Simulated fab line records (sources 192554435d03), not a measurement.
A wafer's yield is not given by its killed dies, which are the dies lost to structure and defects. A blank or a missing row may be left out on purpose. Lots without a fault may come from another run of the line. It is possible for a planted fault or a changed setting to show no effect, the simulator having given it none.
Chamber matching + flow n5 finfet + 4 sister chambers for N5_BEOL_M8_ALD_77 on ald metal-01
The step deposits TaN, target thk 2 nm, pulse time 2 s, purge time 3 s. 18 wafers are shown with their chamber, then 9 later ones without.

== EACH WAFER AND ITS CHAMBER ==
| wafer  | chamber | heater power w (W) | mfc carrier sccm (sccm) | precursor vessel carrier sccm (sccm) |
|--------|---------|--------------------|-------------------------|--------------------------------------|
| L074.1 | 1       | 388                | 1498                    | 995.0                                |
| L074.2 | 3       | 379                | 1497                    | 1001.9                               |
| L074.6 | 0       | 484                | 1501                    | 1001.9                               |
| L075.2 | 1       | 393                | 1506                    | 999.5                                |
| L075.3 | 0       | 481                | 1494                    | 1000.5                               |
| L075.5 | 0       | 473                | 1499                    | 997.9                                |
| L079.1 | 1       | 393                | 1499                    | 1000.9                               |
| L079.3 | 3       | 383                | 1504                    | 999.5                                |
| L079.4 | 0       | 471                | 1491                    | 1002.7                               |
| L076.3 | 3       | 378                | 1498                    | 1000.9                               |
| L076.4 | 0       | 467                | 1504                    | 998.4                                |
| L076.5 | 1       | 383                | 1508                    | 998.1                                |
| L082.1 | 0       | 465                | 1497                    | 1002.8                               |
| L082.2 | 2       | 396                | 1491                    | 996.3                                |
| L082.4 | 3       | 385                | 1497                    | 1002.2                               |
| L080.3 | 2       | 380                | 1497                    | 999.7                                |
| L080.4 | 3       | 383                | 1493                    | 996.0                                |
| L080.5 | 0       | 481                | 1507                    | 1001.8                               |

SIGNATURES, as means of the wafers listed above
| reading                       | chamber 0 | chamber 1 | chamber 2 | chamber 3 | scatter within a chamber |
|-------------------------------|-----------|-----------|-----------|-----------|--------------------------|
| heater power w                | 474.57    | 389.25    | 388.00    | 381.60    | 6.37                     |
| mfc carrier sccm              | 1499.00   | 1502.75   | 1494.00   | 1497.80   | 4.94                     |
| precursor vessel carrier sccm | 1000.857  | 998.375   | 998.000   | 1000.100  | 2.31                     |
Rule: a wafer lies at a distance from a chamber equal to the root of the sum of squares, over the readings, of (its reading less the chamber's mean, divided by the reading's scatter). If the next closest chamber is less than 2 further off than the closest, the wafer can't be placed; otherwise it belongs to the closest. The scatter is the square root of a quotient: the sum, over the shown wafers, of each reading's squared deviation from its chamber's mean, divided by wafers minus chambers.

== WAFERS WITH NO CHAMBER GIVEN ==
| wafer  | heater power w (W) | mfc carrier sccm (sccm) | precursor vessel carrier sccm (sccm) |
|--------|--------------------|-------------------------|--------------------------------------|
| L086.2 | 379                | 1503                    | 997.5                                |
| L086.3 | 381                | 1503                    | 993.0                                |
| L086.4 | 480                | 1498                    | 998.3                                |
| L090.1 | 474                | 1496                    | 1003.5                               |
| L090.2 | 402                | 1499                    | 1003.7                               |
| L090.4 | 384                | 1502                    | 998.5                                |
| L097.2 | 385                | 1509                    | 1001.3                               |
| L097.4 | 382                | 1504                    | 1001.7                               |
| L097.6 | 367                | 1499                    | 998.1                                |

== CHAMBER TAKEN BY EACH ==
| wafer  | from the rows above          | in truth |
|--------|------------------------------|----------|
| L086.2 | can't be placed: 3 or 1 or 2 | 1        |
| L086.3 | can't be placed: 1 or 2 or 3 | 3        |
| L086.4 | 0                            | 0        |
| L090.1 | 0                            | 0        |
| L090.2 | can't be placed: 1 or 2 or 3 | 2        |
| L090.4 | can't be placed: 1 or 3 or 2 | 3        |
| L097.2 | can't be placed: 1 or 3 or 2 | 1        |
| L097.4 | can't be placed: 3 or 1 or 2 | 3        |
| L097.6 | can't be placed: 3 or 2 or 1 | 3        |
2 of 9 placed correctly. From these rows, 7 cannot be placed; in 7 the true chamber is one of the candidates. Placed wrongly: 0.
